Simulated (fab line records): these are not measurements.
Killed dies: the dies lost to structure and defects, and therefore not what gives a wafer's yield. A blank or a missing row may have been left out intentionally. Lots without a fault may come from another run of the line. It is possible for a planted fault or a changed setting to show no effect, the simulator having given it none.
Split-lot study	flow n5Finfet	21 wafers read across 7 lots, on a route 1938 steps long

## THE SPLIT ITSELF
At N5_PASSIVATION_PECVD_01 (deposits SiNx from SiH4/NH3/N2, target thk 200 nm, time 43.2 s), the setting timeS was moved away from the recipe's 43.2 s on 6 of the 21 wafers read, by -6.3% to +12.3%. This setting was run at the recipe's value on the other wafers.

The reading is taken at the split's own step.

## THE READING
SiNx_of_PASSIVATION_PECVD_01.thkNm (the simulator's own value, which no gauge read), in nm, at N5_PASSIVATION_PECVD_01 (deposits SiNx from SiH4/NH3/N2, target thk 200 nm, time 43.2 s). The file gives no usual value for it. Average 201.9 nm, standard deviation 2.5 nm, over the 15 wafers here run with the recipe.

wafer	tool, chamber at the split	timeS as run, s	against the recipe	SiNx_of_PASSIVATION_PECVD_01.thkNm, nm	against lot-mates on the recipe
L080.1	pecvd-04, 1	43.2	recipe	200.6	-
L080.2	pecvd-04, 0	43.2	recipe	201.4	-
L080.3	pecvd-04, 2	43.2	recipe	203.4	-
L082.2	pecvd-04, 2	43.2	recipe	201.4	-
L082.3	pecvd-04, 0	43.2	recipe	198.6	-
L082.6	pecvd-04, 1	43.2	recipe	204.8	-
L085.4	pecvd-03, 1	47.73	+10.5%	223.2	+17.6
L085.5	pecvd-03, 0	47.73	+10.5%	220.2	+14.6
L085.6	pecvd-03, 2	43.2	recipe	205.6	-
L088.1	pecvd-02, 1	43.2	recipe	196.4	-
L088.5	pecvd-02, 0	43.2	recipe	200.4	-
L088.6	pecvd-02, 1	43.2	recipe	201	-
L094.1	pecvd-04, 2	43.2	recipe	201.4	-
L094.2	pecvd-04, 0	48.5	+12.3%	220.2	+17.3
L094.5	pecvd-04, 2	43.2	recipe	204.4	-
L097.3	pecvd-02, 2	40.47	-6.3%	182.2	-19.0
L097.4	pecvd-02, 1	40.47	-6.3%	187.2	-14.0
L097.6	pecvd-02, 0	43.2	recipe	201.2	-
L096.3	pecvd-04, 0	43.2	recipe	201.4	-
L096.4	pecvd-04, 2	47.03	+8.9%	225.4	+21.8
L096.5	pecvd-04, 2	43.2	recipe	205.8	-

FIT RESULTS
A straight line over all 21 wafers: SiNx_of_PASSIVATION_PECVD_01.thkNm changes by +2.05 nm for each +1% of timeS; r = +0.95; the points scatter about the line by 3.4 nm.
The same after taking each lot's own level away (the mean of its wafers on the recipe; 21 wafers): +1.84 nm for each +1%; r = +0.95; scatter 3.1 nm.
That fit puts the effect of the largest move of timeS on the reading at 23 nm.
Across the lots, their own levels run from 199.27 to 205.60 nm, a range of 2.5 times the standard deviation given above.
In other words, the slope is changed by the lot-to-lot level; the two fits disagree.
Check: +23.7 nm against its lot-mates is what the line predicts for one of the wafers moved furthest among these (+12.3%) when that wafer is left out of the fit. Against them it came out at +17.3 nm.

## FURTHER SPLITS ON THESE WAFERS
Note: prior to the reading, these wafers also went through further splits. Each is held against what the fit with the lots' levels taken away leaves over:
other split on the same wafers	wafers away from the commonest value	r with SiNx_of_PASSIVATION_PECVD_01.thkNm (lot level and that fit taken away)
N5_BEOL_M10_DESCUM_16 timeS	8	+0.23
N5_BEOL_M11_VIA_ETCH_34 timeS	5	+0.09
N5_BEOL_M11_ETCH_41 timeS	3	+0.16
N5_BEOL_M13_ILD_DEP_00 timeS	7	-0.29
N5_BEOL_M13_EXPOSE_07 doseMj	9	+0.05
N5_BEOL_M14_SPUTTER_43 timeS	4	-0.29

## THE WHOLE CHAIN: every reading that the file lists as answering this split, in the file's order
step	what it does	reading	change (the file's fit)	r (the file's)
N5_PASSIVATION_PECVD_01	deposits SiNx from SiH4/NH3/N2, target thk 200 nm, time 43.2 s	SiNx_of_PASSIVATION_PECVD_01.thkNm (the simulator's own value, which no gauge read)	+1.79 nm for each +1% of the setting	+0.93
N5_PASSIVATION_PROBE_49		defectLimitedYield	-2.86 for each +1% of the setting, in a fit together with doseMj@BEOL_M5_EXPOSE_25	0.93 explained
N5_PASSIVATION_PROBE_49		killedDies	+33.8 for each +1% of the setting, in a fit together with doseMj@BEOL_M5_EXPOSE_25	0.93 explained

## FILE'S OWN FIT
SiNx_of_PASSIVATION_PECVD_01.thkNm changes by +1.79 nm for each +1% of timeS, r = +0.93.
